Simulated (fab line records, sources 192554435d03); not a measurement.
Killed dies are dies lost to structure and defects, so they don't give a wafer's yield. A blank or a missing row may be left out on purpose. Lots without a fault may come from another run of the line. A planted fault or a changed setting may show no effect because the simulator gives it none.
fab line records | flow n5_finfet
record lots=11 wafers=32 last_day=17
route steps=1938 shown BEOL_M1@803 BEOL_M4@1111
lots that met no fault: from a run of the same line without faults
start_h: hours from the record's first day to the start of the lot's first wafer shown | wait_h: hours since the lot's step before | " the same as in the row above | L1.1+2: a row that stands for several wafers | - no value, or no start given | * or withheld: withheld | < > ~ a bound
route shown NAME@n: a module of which the file shows steps, and the number in the route of the first | usual: mean/standard deviation of fault-free wafers | same: alike in all rows | chamber/n: place in a boat | sites: the reading at each site | _std_site: their standard deviation | _edge_site: outer sites' mean less inner sites' | radius_mm: how far each site lies from the wafer's centre | mask NAME#n: copy n | behind: the tool/chamber that last shaped the wafer | hold: why the lot was held/for how many hours/how that ended | device: the transistor (n, p or np) that didn't switch | end of line: the same wafers' tests at the end of the route | a step without rows: its recipe alone | killed: dies lost to structure and defects at the first sort, not the wafer's yield | map: a wafer's dies, x killed, . not, _ none there
set.NAME: the setting as run; set.NAME@STEP: as run at that earlier step | model.NAME: the simulator's own value behind a step, which no gauge read
steps of the route over a sample of lots; a table a step, a row a wafer
services: from which hour (start_h, from the record's first day; less than 0 if before it) a tool's chamber was out of use, for how many hours, and why
## steps
# step N5_BEOL_M1_OCD_MEAS_38
# usual trench_depth_nm=55.0/0.8
# columns lot.wafer tool chamber start_h wait_h trench_depth_nm
L613.4 ocd-02 - 124.63 - 55.1
L613.5 " - " " 54.6
L613.6 " - " " 55.9
L614.1 ocd-02 - 131.43 - 53.6
L614.3 " - " " 54.9
L614.6 " - " " 53.9
L615.1 ocd-02 - 138.93 - 55.5
L615.3 " - " " 54.2
L615.5 " - " " 56.1
L617.1 ocd-01 - 151.25 - 56.7
L617.3 " - " " 55.4
L617.5 " - " " 56.3
L620.3 ocd-01 - 170.80 - 55.4
L620.4 " - " " 54.2
L620.5 " - " " 55.0
L623.4 ocd-01 - 191.90 - 55.8
L623.5 " - " " 56.1
L623.6 " - " " 54.6
L624.2 ocd-01 - 196.31 - 55.2
L624.4 " - " " 55.5
L624.5 " - " " 55.8
L625.1 ocd-02 - 196.46 - 54.6
L625.2 " - " " 55.6
L631.1 ocd-02 - 245.52 - 55.3
L631.2 " - " " 55.8
L631.3 " - " " 54.8
L633.1 ocd-02 - 248.57 - 54.9
L633.4 " - " " 55.5
L633.6 " - " " 55.7
L634.1 ocd-01 - 254.20 - 54.1
L634.4 " - " " 55.2
L634.5 " - " " 54.8
# step N5_BEOL_M1_CVD_47
# recipe material=Co target_thk_a=30 temp_c=withheld precursor=CCTBA/H2 pressure_torr=30 time_s=223.8
# usual run_length_s=247.1/0.45
# columns lot.wafer tool chamber start_h wait_h run_length_s
L613.4 cvd_co-01 2 125.41 0.2 247.2
L613.5 " 0 " " 247.5
L613.6 " 2 " " 247.2
L614.1 cvd_co-02 1 132.05 0.0 246.1
L614.3 " 0 " " 247.2
L614.6 " 1 " " 246.6
L615.1 cvd_co-01 0 141.51 0.1 247.0
L615.3 " 2 " " 247.1
L615.5 " 2 " " 247.6
L617.1 cvd_co-01 1 152.16 0.1 247.0
L617.3 " 0 " " 247.1
L617.5 " 2 " " 247.5
L620.3 cvd_co-02 1 171.79 0.1 246.2
L620.4 " 1 " " 246.1
L620.5 " 2 " " 247.4
L623.4 cvd_co-02 2 193.19 0.3 247.4
L623.5 " 1 " " 246.2
L623.6 " 0 " " 311.7
L624.2 cvd_co-02 0 197.03 0.1 311.5
L624.4 " 1 " " 246.3
L624.5 " 0 " " 246.8
L625.1 cvd_co-02 1 197.17 0.0 246.3
L625.2 " 2 " " 312.6
L631.1 cvd_co-01 2 246.51 0.0 247.2
L631.2 " 1 " " 246.9
L631.3 " 0 " " 247.1
L633.1 cvd_co-01 2 249.92 0.3 247.4
L633.4 " 0 " " 247.2
L633.6 " 1 " " 247.1
L634.1 cvd_co-01 0 254.84 0.0 247.3
L634.4 " 2 " " 247.2
L634.5 " 1 " " 247.0
# step N5_BEOL_M1_ANNEAL_49
# recipe temp_c=400 time_s=240 ambient=vacuum
# usual heater_power_w=866/63
# columns lot.wafer tool chamber start_h wait_h heater_power_w
L613.4 pvd_sputter-01 - 125.68 0.0 860
L613.5 " - " " 889
L613.6 " - " " 853
L614.1 pvd_sputter-02 - 132.30 0.0 866
L614.3 " - " " 918
L614.6 " - " " 923
L615.1 pvd_sputter-03 - 141.78 0.0 806
L615.3 " - " " 935
L615.5 " - " " 806
L617.1 pvd_sputter-03 - 152.86 0.0 960
L617.3 " - " " 815
L617.5 " - " " 805
L620.3 pvd_sputter-01 - 172.04 0.0 844
L620.4 " - " " 830
L620.5 " - " " 874
L623.4 pvd_sputter-01 - 194.30 0.0 880
L623.5 " - " " 918
L623.6 " - " " 846
L624.2 pvd_sputter-03 - 197.31 0.0 827
L624.4 " - " " 859
L624.5 " - " " 940
L625.1 pvd_sputter-02 - 198.83 0.0 902
L625.2 " - " " 1060
L631.1 pvd_sputter-03 - 246.75 0.0 853
L631.2 " - " " 822
L631.3 " - " " 802
L633.1 pvd_sputter-02 - 251.35 0.0 1073
L633.4 " - " " 906
L633.6 " - " " 790
L634.1 pvd_sputter-02 - 255.08 0.0 851
L634.4 " - " " 879
L634.5 " - " " 855
# step N5_BEOL_M1_SPUTTER_79
# recipe material=Cu target_thk_a=45 temp_c=-20 chamber_pressure_pa=0.07 power_w=withheld time_s=8.29
# usual throttle_valve_pct=30.1/0.92
# columns lot.wafer tool chamber start_h wait_h throttle_valve_pct
L613.4 pvd_sputter-01 - 125.82 0.1 30.2
L613.5 " - " " 30.9
L613.6 " - " " 29.9
L614.1 pvd_sputter-02 - 132.44 0.1 29.0
L614.3 " - " " 29.2
L614.6 " - " " 29.0
L615.1 pvd_sputter-03 - 141.92 0.1 29.8
L615.3 " - " " 31.8
L615.5 " - " " 29.7
L617.1 pvd_sputter-03 - 153.00 0.1 31.7
L617.3 " - " " 30.1
L617.5 " - " " 30.1
L620.3 pvd_sputter-01 - 172.18 0.1 29.7
L620.4 " - " " 30.0
L620.5 " - " " 30.9
L623.4 pvd_sputter-01 - 194.44 0.1 30.8
L623.5 " - " " 30.8
L623.6 " - " " 30.2
L624.2 pvd_sputter-03 - 197.45 0.1 30.1
L624.4 " - " " 29.3
L624.5 " - " " 31.7
L625.1 pvd_sputter-02 - 198.97 0.1 28.9
L625.2 " - " " 29.9
L631.1 pvd_sputter-03 - 246.89 0.1 29.2
L631.2 " - " " 29.7
L631.3 " - " " 30.2
L633.1 pvd_sputter-02 - 251.49 0.1 29.8
L633.4 " - " " 29.1
L633.6 " - " " 29.4
L634.1 pvd_sputter-02 - 255.22 0.1 29.1
L634.4 " - " " 29.0
L634.5 " - " " 28.9
# step N5_BEOL_M4_RC_MEAS_101
# usual DIBL_N=35.9/1.3 DIBL_P=35.9/1.6 IOFF_N=0.156/0.022 IOFF_P=0.205/0.023 ION_N=675/9 ION_P=463/5.6 SS_N=71.4/0.57 SS_P=73.1/0.52 VT_N=249.7/2.8 VT_P=-250.2/2.5
# columns lot.wafer tool chamber start_h wait_h DIBL_N[mV/V] DIBL_P[mV/V] IOFF_N[nA/um] IOFF_P[nA/um] ION_N[uA/um] ION_P[uA/um] SS_N[mV/dec] SS_P[mV/dec] VT_N[mV] VT_P[mV]
L613.4 prober-01 0 155.94 0.5 36.1 36.4 0.151 0.213 667 467 70.4 73.2 251.6 -249.9
L613.5 " 0 " " 36.0 36.6 0.157 0.220 686 468 71.2 73.6 250.6 -249.2
L613.6 " 0 " " 36.9 37.0 0.162 0.223 670 463 71.6 73.7 251.5 -249.0
L614.1 prober-02 0 172.14 0.0 35.6 34.2 0.159 0.222 675 464 71.5 73.0 246.2 -248.6
L614.3 " 0 " " 35.5 34.0 0.150 0.217 666 461 72.1 72.8 250.6 -248.1
L614.6 " 0 " " 35.9 33.5 0.156 0.207 667 457 71.5 72.6 248.4 -250.1
L615.1 prober-02 0 180.85 0.0 37.0 36.3 0.171 0.212 677 457 72.1 73.2 249.5 -248.3
L615.3 " 0 " " 37.4 37.6 0.182 0.231 680 462 71.4 73.9 246.6 -246.2
L615.5 " 0 " " 35.8 35.2 0.143 0.192 673 457 71.3 73.3 249.4 -250.7
L617.1 prober-01 0 197.44 0.0 35.5 36.9 0.157 0.188 677 460 70.8 73.3 249.9 -252.9
L617.3 " 0 " " 36.9 38.7 0.190 0.218 691 466 71.9 73.0 248.4 -249.9
L617.5 " 0 " " 37.6 39.1 0.204 0.226 688 459 72.4 73.5 246.2 -252.3
L620.3 prober-02 0 205.60 0.3 34.7 35.5 0.136 0.218 673 467 71.1 72.3 249.2 -247.6
L620.4 " 0 " " 37.3 38.2 0.170 0.266 675 472 72.1 73.3 248.7 -243.5
L620.5 " 0 " " 35.3 35.8 0.142 0.223 679 474 71.8 72.5 250.7 -248.0
L623.4 prober-02 0 229.07 0.5 37.8 38.1 0.183 0.241 682 470 71.0 72.9 244.8 -247.0
L623.5 " 0 " " 37.2 36.9 0.177 0.222 690 469 71.2 73.4 247.2 -250.9
L623.6 " 0 " " 37.6 38.3 0.184 0.236 684 469 71.0 73.7 247.3 -250.2
L624.2 prober-01 0 229.67 0.2 35.9 36.0 0.162 0.199 670 461 71.2 72.5 247.1 -250.7
L624.4 " 0 " " 35.2 35.3 0.151 0.188 678 465 71.4 72.7 245.8 -251.3
L624.5 " 0 " " 35.7 35.8 0.155 0.194 670 462 71.5 73.0 246.7 -252.4
L625.1 prober-02 0 232.97 0.0 36.5 36.7 0.175 0.234 696 470 71.0 74.0 247.7 -250.7
L625.2 " 0 " " 33.9 34.2 0.130 0.192 676 469 71.2 73.2 251.0 -249.3
L631.1 prober-01 0 283.08 0.0 36.3 38.4 0.182 0.202 691 465 71.5 73.7 248.3 -251.0
L631.2 " 0 " " 36.8 38.6 0.172 0.191 672 450 70.8 73.3 250.8 -254.4
L631.3 " 0 " " 37.0 39.0 0.192 0.207 689 460 71.8 73.4 245.5 -251.1
L634.1 prober-02 0 293.45 0.0 38.2 37.6 0.172 0.217 680 462 71.6 74.0 247.7 -248.9
L634.4 " 0 " " 37.4 36.7 0.151 0.204 663 457 71.9 73.9 251.6 -250.7
L634.5 " 0 " " 39.1 39.4 0.197 0.249 679 463 72.1 74.4 246.0 -247.2
L633.1 prober-01 0 302.79 0.0 34.5 35.4 0.140 0.186 673 460 71.1 72.7 249.2 -253.0
L633.4 " 0 " " 35.3 36.1 0.154 0.202 676 459 72.1 72.4 250.1 -250.4
L633.6 " 0 " " 32.4 33.1 0.116 0.156 664 457 70.8 72.0 254.7 -251.6
## services
# columns tool chamber start_h hours kind
pvd_sputter-02 - 106.02 18.2 repair
cvd_co-01 1 114.69 - clean
cvd_co-01 1 114.69 22.0 scheduled_down
cvd_co-01 1 114.69 22.0 vent_cycle
pvd_sputter-03 - 131.77 0.5 repair
pvd_sputter-03 - 135.06 2.9 repair
cvd_co-02 1 213.85 10.7 repair
cvd_co-02 - 230.19 6.9 pm
cvd_co-02 - 245.69 0.2 repair
cvd_co-02 0 253.16 4.1 repair
## key
first_sign step=N5_BEOL_M1_CVD_47 reading=run_length_s direction=up sigmas=99+ usual=* struck=*
effect none on later readings
met_at N5_BEOL_M1_CVD_47
struck_lots L623,L624,L625
struck_wafers L623.6,L624.2,L625.2
not_acting_at N5_BEOL_M1_OCD_MEAS_38,N5_BEOL_M1_ANNEAL_49,N5_BEOL_M1_SPUTTER_79
onset_between 171.79 193.19
fault kind=process_parameter_drift tool=cvd_co-02 chamber=- onset_h=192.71 steps=N5_BEOL_M1_CVD_47 channel=time_s offset=* shape=step end_h=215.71 scope=struck_wafers_only acts_in=* stated=*
